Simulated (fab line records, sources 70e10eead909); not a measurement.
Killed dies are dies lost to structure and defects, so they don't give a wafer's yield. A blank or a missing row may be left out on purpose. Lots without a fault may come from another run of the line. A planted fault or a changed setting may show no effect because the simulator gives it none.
Problem report in the 8D (eight disciplines) form, filled by code | flow nand_harc | the parts of the form that need people (team, actions taken, sign-off) are left out

1. THE PROBLEM
cd_nm at NHARC_P_GATE_CD_MEAS_26 reads a mean of 150.7 nm on 6 wafers of 2 lots; wafers without a fault read 119.9 nm with a standard deviation of 0.65. That is +47 standard deviations from the usual mean.
The step: target cd 120 nm.
First seen on wafer L444.1, day 7 20:29, on cd_sem-01. The record holds 36 wafers of 12 lots with a number at this step. Rule for "out", or "out of limits": more than 4 standard deviations from the usual mean. The other wafers with a number count as sound.

2. WHAT IT IS AND WHAT IT IS NOT
question                    | is                     | is not
which readings at this step | cd_nm                  | -
which lots                  | L443, L444             | L432, L433, L434, L435, L436, L439, L447, L450, L451, L454
which wafers of those lots  | all that have a number | -
read on which gauges        | cd_sem-01, cd_sem-03   | cd_sem-02
when                        | from day 7 20:29       | up to then (18 sound wafers); but 12 sound wafers of L447, L450, L451, L454 came after

3. SUSPECTS, AND WHAT RULES EACH OUT
Counting: a tool at a process step up to the reading stays a suspect if it ran every lot that is out and no sound lot after the first of them.
- the gauge at NHARC_P_GATE_CD_MEAS_26: ruled out. The wafers that are out were read on 2 gauges (cd_sem-01, cd_sem-03).
- arfi_scanner-03 at NHARC_P_GATE_EXPOSE_23 (exposes mask P GATE, target cd 120 nm): kept. It ran every lot that is out, first L444 (day 7 20:21), and no sound lot after that; its last sound lot up to then is L434 (day 5 09:50). Its own readings are out on those wafers: exposure_dose_mJ_cm2.
Left after counting: arfi_scanner-03 at NHARC_P_GATE_EXPOSE_23.

4. THE CAUSE (what the simulator had put in)
Process parameter drift: arfi_scanner-03, from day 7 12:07 on, at NHARC_P_GATE_EXPOSE_23. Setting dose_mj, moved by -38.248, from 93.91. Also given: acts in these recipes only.
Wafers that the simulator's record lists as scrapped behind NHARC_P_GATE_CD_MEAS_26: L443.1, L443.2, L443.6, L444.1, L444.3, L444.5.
Counting left only this tool.

5. THE CHAIN OF EFFECTS, in route order
Each row: a reading whose mean over the struck wafers that have a number lies more than 3 standard deviations from the usual. Only readings for which the record gives a usual standard deviation are gone through. hours: the time from each lot's start at the first step in this table that gives one to its start at this step, as a median over the lots. sigmas: the change in usual standard deviations.
hours | step                    | reading              | usual    | on struck wafers | change | sigmas
0     | NHARC_P_GATE_EXPOSE_23  | exposure_dose_mJ_cm2 | 93.91    | 55.65            | -38.26 | -99 or more
0     | NHARC_P_GATE_CD_MEAS_26 | cd_nm                | 119.9 nm | 150.7            | +30.8  | +47
The process steps in it:
- NHARC_P_GATE_EXPOSE_23: exposes mask P GATE, target cd 120 nm.

6. WHAT WOULD HAVE CAUGHT IT SOONER
In this record the first reading out of limits at a measuring or inspecting step was taken at day 7 20:29, 8 hours after the fault began at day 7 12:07.
The tool's own readings at NHARC_P_GATE_EXPOSE_23 were out on every struck wafer that the step has a row for (exposure_dose_mJ_cm2): an alarm limit on them would have fired on the first of those.
Of the lots that are out (2), L443 began NHARC_P_GATE_EXPOSE_23 on arfi_scanner-03 after day 7 20:29. A hold on the tool at that time would have spared it.
